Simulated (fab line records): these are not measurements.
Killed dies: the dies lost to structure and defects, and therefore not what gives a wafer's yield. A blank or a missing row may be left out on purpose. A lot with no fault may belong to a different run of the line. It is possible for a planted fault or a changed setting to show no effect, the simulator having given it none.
Matching of chambers ; flow n5Finfet ; 4 sister chambers for N5_BEOL_M2_ALD_98 on aldSin-04
The step deposits SiO2, target thk 2.5 nm, pulse time 1 s, co reactant pulse time 1 s. 8 wafers are shown with their chamber, then 8 later ones without.

WAFERS, EACH WITH ITS CHAMBER
wafer;chamber;heaterPowerOuterW (W);heaterPowerW (W)
L077.6;1;38;71
L080.1;2;42;82
L080.2;1;37;71
L081.4;0;46;85
L089.1;3;36;68
L089.3;2;42;75
L089.4;0;47;84
L090.1;3;37;72

WAFERS WITH NO CHAMBER GIVEN
wafer;heaterPowerOuterW (W);heaterPowerW (W)
L090.2;40;71
L090.3;40;74
L094.2;36;69
L094.3;40;73
L094.5;40;73
L097.1;46;86
L097.2;41;75
L097.4;40;73

CHAMBER TAKEN BY EACH
wafer;from the rows above;in truth
L090.2;can't be placed: 1 or 2 or 3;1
L090.3;can't be placed: 2 or 1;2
L094.2;can't be placed: 3 or 1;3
L094.3;can't be placed: 2 or 1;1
L094.5;can't be placed: 2 or 1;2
L097.1;0;0
L097.2;2;2
L097.4;can't be placed: 2 or 1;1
Correct placement for 2 of the 8. Unplaceable from these rows: 6, with the true chamber sitting among the candidates in 6. Wrongly placed: 0.
How it was worked out, from the rows above alone: a wafer's distance from a chamber is the root of the sum, over the readings, of the square of ((its reading less the chamber's mean) divided by the reading's scatter). If the next closest chamber is less than 2 further off than the closest, the wafer can't be placed; otherwise it belongs to the closest. For every chamber, the mean is computed from those of its wafers that are shown. The scatter: the root of (the sum of the squares of (reading less its chamber's mean) over the shown wafers, divided by (wafers less chambers)).
